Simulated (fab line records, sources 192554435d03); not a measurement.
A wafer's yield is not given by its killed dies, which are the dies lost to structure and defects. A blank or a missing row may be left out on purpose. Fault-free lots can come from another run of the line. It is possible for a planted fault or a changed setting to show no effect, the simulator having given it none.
Which tool was responsible? | flow n5 finfet | 10 lots, 30 wafers sampled, at 4 steps of a route of 1938

WHAT THE GAUGES READ, wafer by wafer
N5_BEOL_M4_INSPECT_59: inspects for defects (darkfield). Usual: 68 for raw defect count, sd 24.
lot  | measured     | on                | raw defect count | flag
L247 | day 8 17:10  | defect inspect-01 | 42 65 60         |
L250 | day 9 01:04  | defect inspect-02 | 65 68 58         |
L254 | day 10 16:59 | defect inspect-01 | 51 65 44         |
L258 | day 11 14:40 | defect inspect-02 | 47 41 98         |
L262 | day 13 08:40 | defect inspect-02 | 50 122 77        |
L260 | day 13 17:02 | defect inspect-01 | 133 89 95        |
L265 | day 14 20:07 | defect inspect-02 | 103 65 62        |
L267 | day 14 22:30 | defect inspect-01 | 85 71 56         |
L270 | day 15 15:23 | defect inspect-01 | 39 77 39         |
L269 | day 15 22:17 | defect inspect-01 | 106 105 82       |

N5_BEOL_M5_CD_MEAS_18: pitch 56 nm, target cd 28 nm. Usual: 27.99 nm for cd nm, sd 0.28.
lot  | measured     | on        | cd nm (nm)        | flag
L247 | day 8 20:25  | cd sem-02 | 27.91 28.02 28.42 |
L250 | day 9 04:55  | cd sem-01 | 27.71 27.19 27.64 |
L254 | day 10 20:55 | cd sem-01 | 28.10 27.56 27.75 |
L258 | day 11 19:49 | cd sem-03 | 27.90 28.20 28.23 |
L262 | day 13 12:34 | cd sem-01 | 28.16 27.96 28.07 |
L260 | day 13 21:03 | cd sem-03 | 28.39 28.27 27.79 |
L265 | day 14 22:55 | cd sem-02 | 27.80 28.23 27.92 |
L267 | day 15 01:22 | cd sem-02 | 28.00 27.80 27.62 |
L270 | day 15 19:10 | cd sem-03 | 28.17 27.95 28.27 |
L269 | day 16 02:40 | cd sem-01 | 28.21 27.82 28.29 |

TOOL THAT RAN EACH LOT (tool first, then ch and the chambers of the sampled wafers, then the start)
lot  | N5_BEOL_M5_DESCUM_16               | N5_BEOL_M5_ETCH_62
L247 | rie diel-06 ch 0,3, day 8 19:55    | rie diel-06 ch 0,3, day 8 19:59
L250 | rie diel-03 ch 1,2,3, day 9 04:29  | rie diel-03 ch 1,2,3, day 9 04:34
L254 | rie diel-02 ch 0,2,3, day 10 20:29 | rie diel-02 ch 0,2,3, day 10 20:34
L258 | rie diel-06 ch 1,2,3, day 11 19:21 | rie diel-06 ch 1,2,3, day 11 19:26
L262 | rie diel-06 ch 2,3, day 13 12:08   | rie diel-06 ch 2,3, day 13 12:13
L260 | rie diel-06 ch 1,3, day 13 20:36   | rie diel-06 ch 1,3, day 13 20:41
L265 | rie diel-06 ch 1,3, day 14 22:25   | rie diel-06 ch 1,3, day 14 22:30
L267 | rie diel-02 ch 1,2,3, day 15 00:57 | rie diel-02 ch 1,2,3, day 15 01:02
L270 | rie diel-02 ch 0,1,2, day 15 18:40 | rie diel-02 ch 0,1,2, day 15 18:45
L269 | rie diel-02 ch 0,1,3, day 16 02:14 | rie diel-02 ch 0,1,3, day 16 02:19
- N5_BEOL_M5_DESCUM_16: chemistry O2, time 7 s.
- N5_BEOL_M5_ETCH_62: etches SOC in N2/H2, target depth 75 nm, overetch 15 nm, time 112.5 s.

AS READ BY THE TOOLS THEMSELVES (means over the sampled wafers that have a number; for cases with no such wafer, the mark the record gives instead)
N5_BEOL_M5_DESCUM_16. Usual: for chamber pressure mTorr, 20.001 mTorr with a standard deviation of 0.02; for drypump motor current A, 5.7 A with a standard deviation of 0.46; for o2 flow sccm, 225.1 sccm with a standard deviation of 0.65; for oes product au, 0.78 a.u. with a standard deviation of 0.09; for rf vpp V, 243.0 V with a standard deviation of 1.4; for showerhead plenum p Torr, 2.09 Torr with a standard deviation of 0.077; for throttle valve pct, 20.49 % with a standard deviation of 0.22.
lot  | tool        | chamber pressure mTorr (mTorr) | drypump motor current A (A) | o2 flow sccm (sccm) | oes product au (a.u.) | rf vpp V (V) | showerhead plenum p Torr (Torr) | throttle valve pct (%) | flag
L247 | rie diel-06 | 19.992                         | 5.3                         | 225.6               | 0.86                  | 242.3        | 2.06                            | 20.38                  |
L250 | rie diel-03 | 19.986                         | 5.6                         | 225.2               | 0.77                  | 243.2        | 2.12                            | 20.47                  |
L254 | rie diel-02 | 20.010                         | 5.8                         | 225.2               | 0.80                  | 243.3        | 2.09                            | 20.58                  |
L258 | rie diel-06 | 19.983                         | 5.9                         | 225.6               | 0.70                  | 243.2        | 2.07                            | 20.62                  |
L262 | rie diel-06 | 19.989                         | 6.1                         | 225.2               | 0.71                  | 241.6        | 2.02                            | 20.44                  |
L260 | rie diel-06 | 20.019                         | 5.6                         | 224.6               | 0.68                  | 242.8        | 2.12                            | 20.84                  |
L265 | rie diel-06 | 20.007                         | 5.5                         | 225.0               | 0.67                  | 243.3        | 2.08                            | 20.76                  |
L267 | rie diel-02 | 19.996                         | 6.0                         | 224.4               | 0.77                  | 243.1        | 2.10                            | 20.57                  |
L270 | rie diel-02 | 20.004                         | 6.0                         | 224.7               | 0.79                  | 243.5        | 2.11                            | 20.43                  |
L269 | rie diel-02 | 19.994                         | 5.9                         | 224.7               | 0.80                  | 243.0        | 2.05                            | 20.51                  |

N5_BEOL_M5_ETCH_62. Usual: for chamber pressure mTorr, 30.00 mTorr with a standard deviation of 0.03; for drypump motor current A, 5.7 A with a standard deviation of 0.46; for oes product au, 0.62 a.u. with a standard deviation of 0.069; for rf fwd power W, 836.0 W with a standard deviation of 2.6; for rf vpp V, 523.5 V with a standard deviation of 2.6; for showerhead plenum p Torr, 2.53 Torr with a standard deviation of 0.091; for throttle valve pct, 17.84 % with a standard deviation of 0.26.
lot  | tool        | chamber pressure mTorr (mTorr) | drypump motor current A (A) | oes product au (a.u.) | rf fwd power W (W) | rf vpp V (V) | showerhead plenum p Torr (Torr) | throttle valve pct (%) | flag
L247 | rie diel-06 | 29.96                          | 5.3                         | 0.68                  | 834.4              | 523.5        | 2.50                            | 17.73                  |
L250 | rie diel-03 | 30.04                          | 5.6                         | 0.62                  | 835.7              | 524.9        | 2.58                            | 17.89                  |
L254 | rie diel-02 | 29.99                          | 5.8                         | 0.63                  | 833.5              | 524.0        | 2.52                            | 17.87                  |
L258 | rie diel-06 | 30.00                          | 5.8                         | 0.55                  | 838.5              | 522.8        | 2.52                            | 18.01                  |
L262 | rie diel-06 | 30.01                          | 6.2                         | 0.56                  | 837.0              | 521.3        | 2.45                            | 17.80                  |
L260 | rie diel-06 | 29.98                          | 5.6                         | 0.54                  | 903.6              | 512.1        | 2.58                            | 18.23                  | OFF
L265 | rie diel-06 | 29.99                          | 5.5                         | 0.54                  | 970.9              | 500.0        | 2.54                            | 18.19                  | OFF
L267 | rie diel-02 | 30.00                          | 6.0                         | 0.61                  | 838.9              | 523.1        | 2.55                            | 17.92                  |
L270 | rie diel-02 | 30.00                          | 5.9                         | 0.63                  | 837.5              | 524.6        | 2.55                            | 17.76                  |
L269 | rie diel-02 | 30.00                          | 5.9                         | 0.65                  | 837.7              | 523.0        | 2.49                            | 17.86                  |

THE ANSWER, worked out from the rows above alone
Rule: a lot is off if the mean of its wafers that have a number lies more than 3 standard deviations from the usual mean. Also off: a lot with no number at a reading for which 4 or more lots have one. Any other lot the step has rows for is counted as sound. First the gauges in route order, then the tools' own readings, where a lot's mean is used as printed above. The first step at which some lot is off is used, and at that step the reading that is off furthest; a lot without a number counts as furthest.
Off: L260, L265 (N5_BEOL_M5_ETCH_62, rf fwd power W).
A tool fits if, at that step or a process step before it, it ran every lot that is off, and no sound lot after the first of them. One candidate fits, namely rie diel-06 at N5_BEOL_M5_DESCUM_16 and N5_BEOL_M5_ETCH_62. At N5_BEOL_M5_DESCUM_16 its last sound lot is L262 (day 13 12:08), its first lot that is off L260 (day 13 20:36): a fault that began between those two fits.

WHAT WAS PUT IN BY THE SIMULATOR
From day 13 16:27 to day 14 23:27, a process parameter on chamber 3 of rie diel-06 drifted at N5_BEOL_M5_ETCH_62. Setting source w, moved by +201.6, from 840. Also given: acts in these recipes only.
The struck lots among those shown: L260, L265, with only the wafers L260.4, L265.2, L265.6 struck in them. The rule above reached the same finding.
